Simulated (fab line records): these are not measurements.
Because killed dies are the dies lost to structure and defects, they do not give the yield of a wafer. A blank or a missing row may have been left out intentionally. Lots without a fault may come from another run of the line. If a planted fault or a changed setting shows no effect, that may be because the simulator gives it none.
A single fault, viewed from 3 desks | flow n5Finfet | numbers are kept per desk, each desk with only its own; the story behind them comes last

== THE DEFECT DESK ==
Per lot, the means of the sampled wafers with a number show what the inspections along the route counted. A lot is out of limits, marked OUT, if its mean lies more than 4 standard deviations from the usual mean; the brackets give that distance.
Columns: A = rawDefectCount at N5_HKMG_FIN_INSPECT_14, usual 2.0
lot  | first seen here | A
L640 | day 4 03:23     | 0.5
L641 | day 4 13:41     | 2.7
L642 | day 4 17:11     | 2.5
L647 | day 5 21:46     | 2.0
L648 | day 6 06:54     | 0.7
L650 | day 6 16:08     | 3.7
L652 | day 7 04:38     | 2.0
L654 | day 7 16:20     | 1.3
L660 | day 9 01:20     | 2.5
L661 | day 9 07:57     | 3.0
L662 | day 9 19:31     | 2.0
This desk's verdict: no lot among the 11 shows anything out of limits.

== TOOL OWNER'S DESK, aldMetal-03 ==
The tool's own readings at N5_HKMG_FIN_ALD_71 (deposits TiN, target thk 1 nm, pulse time 1 s, purge time 3 s): means of the sampled wafers that have a number, for each lot that ran on this tool. A lot is out of limits, marked OUT, if its mean lies more than 4 standard deviations from the usual mean; the brackets give that distance.
Columns: A = heaterPowerW at N5_HKMG_FIN_ALD_71, usual 888 W; B = precursorPulseHeightRel at N5_HKMG_FIN_ALD_71, usual 1.001
lot  | first seen here | A   | B
L642 | day 4 19:17     | 973 | 1.000
L647 | day 6 00:04     | 919 | 0.988
L650 | day 6 18:28     | 904 | 0.998
This desk's verdict: no lot among the 3 shows anything out of limits.

== AT THE METROLOGY DESK ==
Means of the sampled wafers that have a number, per lot and without regard to the tool the lot ran on: this is what the gauges read. A lot is out of limits, marked OUT, if its mean lies more than 4 standard deviations from the usual mean; the brackets give that distance. It has 10 readings; the 7 that lie furthest out on some lot are the ones shown.
Columns: A = DIBL_P at N5_BEOL_M4_RC_MEAS_101, usual 36.3 mV/V; B = IOFF_N at N5_BEOL_M4_RC_MEAS_101, usual 0.16 nA/um; C = IOFF_P at N5_BEOL_M4_RC_MEAS_101, usual 0.21 nA/um; D = ION_N at N5_BEOL_M4_RC_MEAS_101, usual 678 uA/um; E = ION_P at N5_BEOL_M4_RC_MEAS_101, usual 465 uA/um; F = VT_N at N5_BEOL_M4_RC_MEAS_101, usual 249 mV; G = VT_P at N5_BEOL_M4_RC_MEAS_101, usual -250.0 mV
lot  | first seen here | A    | B    | C    | D   | E   | F   | G
L640 | day 7 18:09     | 35.0 | 0.14 | 0.23 | 659 | 468 | 254 | -245.4
L641 | day 8 10:25     | 36.9 | 0.19 | 0.25 | 684 | 471 | 245 | -247.7
L642 | day 8 23:31     | 36.6 | 0.16 | 0.20 | 674 | 458 | 252 | -252.4
L647 | day 9 07:47     | 34.3 | 0.13 | 0.19 | 666 | 463 | 251 | -250.8
L648 | day 10 17:14    | 38.7 | 0.17 | 0.19 | 673 | 454 | 251 | -253.6
L650 | day 10 22:55    | 35.1 | 0.16 | 0.20 | 684 | 464 | 246 | -250.2
L652 | day 11 16:26    | 40.2 | 0.24 | 0.30 | 701 | 480 | 244 | -246.4
L654 | day 12 04:50    | 36.4 | 0.18 | 0.23 | 680 | 467 | 249 | -247.6
L661 | day 13 18:13    | 37.4 | 0.18 | 0.19 | 678 | 453 | 250 | -254.4
L660 | day 14 06:56    | 34.1 | 0.14 | 0.20 | 677 | 468 | 251 | -248.0
L662 | day 14 13:26    | 39.0 | 0.21 | 0.27 | 693 | 470 | 244 | -246.3
This desk's verdict: no lot among the 11 shows anything out of limits.

== TAKEN TOGETHER ==
The defect desk saw nothing out of limits.
The tool owner's desk saw nothing out of limits.
At the metrology desk, nothing out of limits was observed.

== WHAT THE SIMULATOR HAD INSERTED ==
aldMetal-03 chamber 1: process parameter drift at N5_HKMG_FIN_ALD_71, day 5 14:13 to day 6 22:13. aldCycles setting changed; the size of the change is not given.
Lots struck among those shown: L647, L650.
